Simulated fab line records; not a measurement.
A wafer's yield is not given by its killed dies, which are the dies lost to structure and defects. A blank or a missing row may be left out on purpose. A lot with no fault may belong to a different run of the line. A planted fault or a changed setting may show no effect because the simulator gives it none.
What tool caused it? -- flow nand_harc -- 14 lots with 42 wafers sampled at 5 steps, on a route of 1302 steps

WHAT THE GAUGES READ, wafer by wafer
NHARC_A_CHANNEL_HOLE_D1_INSPECT_40.
lot,measured,on,raw_defect_count
L747,day 8 22:55,defect_inspect-01,33 42 62
L748,day 9 11:09,defect_inspect-01,41 65 73
L750,day 10 06:42,defect_inspect-01,48 71 64
L751,day 10 09:09,defect_inspect-01,94 100 82
L753,day 11 19:08,defect_inspect-01,106 120 108
L754,day 11 21:23,defect_inspect-02,54 37 41
L755,day 12 03:58,defect_inspect-02,129 115 93
L756,day 12 19:33,defect_inspect-01,90 76 92
L758,day 13 20:49,defect_inspect-01,65 56 39
L759,day 14 01:03,defect_inspect-01,96 98 107
L760,day 14 05:11,defect_inspect-01,92 101 95
L762,day 14 21:33,defect_inspect-02,37 29 43
L763,day 15 12:36,defect_inspect-01,79 33 50
L765,day 16 03:41,defect_inspect-01,57 60 50

NHARC_A_ONON_D2_THK_MEAS_02: measures by ellipsometry.
lot,measured,on,thk_nm (nm)
L747,day 12 15:50,film_metro-01,1005 1004 1004
L748,day 12 21:22,film_metro-02,995 997 994
L750,day 13 20:31,film_metro-02,1011 1012 1010
L751,day 13 20:23,film_metro-02,988 987 986
L753,day 15 06:59,film_metro-02,1010 1011 1011
L754,day 15 06:58,film_metro-02,990 991 991
L755,day 15 12:31,film_metro-02,1000 1000 1001
L756,day 16 04:28,film_metro-02,1000 1000 1000
L758,day 17 06:15,film_metro-02,1010 1009 1010
L759,day 18 04:18,film_metro-02,1016 1017 1015
L760,day 18 04:17,film_metro-02,1001 1001 1000
L762,day 18 14:05,film_metro-02,998 1000 999
L763,day 19 00:13,film_metro-02,1008 1056 1008
L765,day 19 15:43,film_metro-02,999 999 1046

WHICH TOOL RAN EACH LOT (tool, then ch and the chambers of the sampled wafers, then the start)
lot,NHARC_A_CHANNEL_FILL_D1_ALD_02,NHARC_A_CHANNEL_FILL_D1_ALD_25,NHARC_A_ONON_D2_DEP_00
L747,"ald_hk-02 ch 1,2, day 8 23:11","ald_hk-03 ch 1,2, day 10 13:01","pecvd_onon-02 ch 0, day 12 15:19"
L748,"ald_hk-02 ch 1,2,3, day 9 11:29","ald_hk-01 ch 0,1,2, day 10 22:18","pecvd_onon-02 ch 0, day 12 20:52"
L750,"ald_hk-03 ch 1,2, day 10 06:58","ald_hk-01 ch 0,1,3, day 11 19:54","pecvd_onon-02 ch 0, day 13 20:10"
L751,"ald_hk-03 ch 0,1, day 10 09:22","ald_hk-03 ch 0,2,3, day 11 18:40","pecvd_onon-03 ch 0, day 13 19:52"
L753,"ald_hk-02 ch 0,1,3, day 11 19:46","ald_hk-01 ch 2,3, day 13 09:21","pecvd_onon-01 ch 0, day 15 06:35"
L754,"ald_hk-02 ch 1,2,3, day 11 21:34","ald_hk-02 ch 1,3, day 13 09:20","pecvd_onon-03 ch 0, day 15 06:28"
L755,"ald_hk-02 ch 0,3, day 12 04:10","ald_hk-03 ch 1,3, day 13 17:11","pecvd_onon-03 ch 0, day 15 12:01"
L756,"ald_hk-02 ch 0,2, day 12 19:44","ald_hk-02 ch 2,3, day 14 07:50","pecvd_onon-03 ch 0, day 16 03:57"
L758,"ald_hk-02 ch 1,2, day 13 21:01","ald_hk-02 ch 0,2,3, day 15 10:33","pecvd_onon-03 ch 0, day 17 05:51"
L759,"ald_hk-02 ch 1,3, day 14 01:14","ald_hk-01 ch 1,2, day 15 17:03","pecvd_onon-02 ch 0, day 18 03:50"
L760,"ald_hk-02 ch 1,2,3, day 14 05:32","ald_hk-01 ch 0,1, day 15 20:59","pecvd_onon-01 ch 0, day 18 03:47"
L762,"ald_hk-02 ch 0,1,2, day 14 21:44","ald_hk-03 ch 0,2, day 16 12:53","pecvd_onon-02 ch 0, day 18 13:38"
L763,"ald_hk-01 ch 0,1,2, day 15 12:52","ald_hk-01 ch 0,2,3, day 17 04:52","pecvd_onon-02 ch 0, day 18 23:46"
L765,"ald_hk-02 ch 0,2, day 16 04:02","ald_hk-02 ch 0,2,3, day 17 13:52","pecvd_onon-02 ch 0, day 19 15:13"
- NHARC_A_CHANNEL_FILL_D1_ALD_02: deposits SiO2, target thk 6 nm, pulse time 10 s, ald cycles 60.
- NHARC_A_CHANNEL_FILL_D1_ALD_25: deposits SiOx, target thk 60 nm, pulse time 10 s, ald cycles 600.
- NHARC_A_ONON_D2_DEP_00: target thk 1000 nm.

WHAT THE TOOLS THEMSELVES READ (means of the sampled wafers that have a number; where no wafer has one, the mark that the record gives instead)
NHARC_A_CHANNEL_FILL_D1_ALD_02.
lot,tool,heater_power_w (W),precursor_pulse_height_rel
L747,ald_hk-02,447,0.998
L748,ald_hk-02,445,1.004
L750,ald_hk-03,394,1.011
L751,ald_hk-03,442,1.002
L753,ald_hk-02,459,0.998
L754,ald_hk-02,446,0.993
L755,ald_hk-02,448,1.003
L756,ald_hk-02,439,1.016
L758,ald_hk-02,464,0.988
L759,ald_hk-02,472,0.993
L760,ald_hk-02,452,0.999
L762,ald_hk-02,456,0.999
L763,ald_hk-01,515,1.003
L765,ald_hk-02,448,1.008

NHARC_A_CHANNEL_FILL_D1_ALD_25.
lot,tool,heater_power_w (W),precursor_pulse_height_rel
L747,ald_hk-03,421,1.010
L748,ald_hk-01,490,1.013
L750,ald_hk-01,484,0.997
L751,ald_hk-03,445,1.023
L753,ald_hk-01,440,1.002
L754,ald_hk-02,466,0.994
L755,ald_hk-03,483,1.012
L756,ald_hk-02,441,1.004
L758,ald_hk-02,443,1.001
L759,ald_hk-01,489,1.005
L760,ald_hk-01,541,0.992
L762,ald_hk-03,398,0.999
L763,ald_hk-01,486,0.994
L765,ald_hk-02,451,1.001

NHARC_A_ONON_D2_DEP_00.
lot,tool,n2o_flow_sccm (sccm)
L747,pecvd_onon-02,1997
L748,pecvd_onon-02,2004
L750,pecvd_onon-02,2006
L751,pecvd_onon-03,2005
L753,pecvd_onon-01,1999
L754,pecvd_onon-03,1992
L755,pecvd_onon-03,1995
L756,pecvd_onon-03,2003
L758,pecvd_onon-03,1995
L759,pecvd_onon-02,1999
L760,pecvd_onon-01,1997
L762,pecvd_onon-02,2002
L763,pecvd_onon-02,2003
L765,pecvd_onon-02,2001

THE ANSWER, worked out from the rows above alone
Rule: usual is defined by the lots themselves. Put in order of their means at a reading, lots are off if they are a third of the lots or fewer, leave a main group of 4 or more, and stand apart from it by a gap of 3 or more times the standard deviation of the main group's means; of several such gaps the widest counts. A main group is skipped when, at the precision printed for the reading in the tables above, its means are all equal. Also off: a lot with no number at a reading for which 4 or more lots have one. The other lots that the step has rows for count as sound. The gauges are gone through in route order, then the tools' own readings, and for those a lot's mean is taken as printed above. At the first step where some lot is off, the reading lying furthest off is the one used; lots without a number count as furthest.
None of the lots is off at any reading shown; this tells nothing.

WHAT THE SIMULATOR HAD INSERTED
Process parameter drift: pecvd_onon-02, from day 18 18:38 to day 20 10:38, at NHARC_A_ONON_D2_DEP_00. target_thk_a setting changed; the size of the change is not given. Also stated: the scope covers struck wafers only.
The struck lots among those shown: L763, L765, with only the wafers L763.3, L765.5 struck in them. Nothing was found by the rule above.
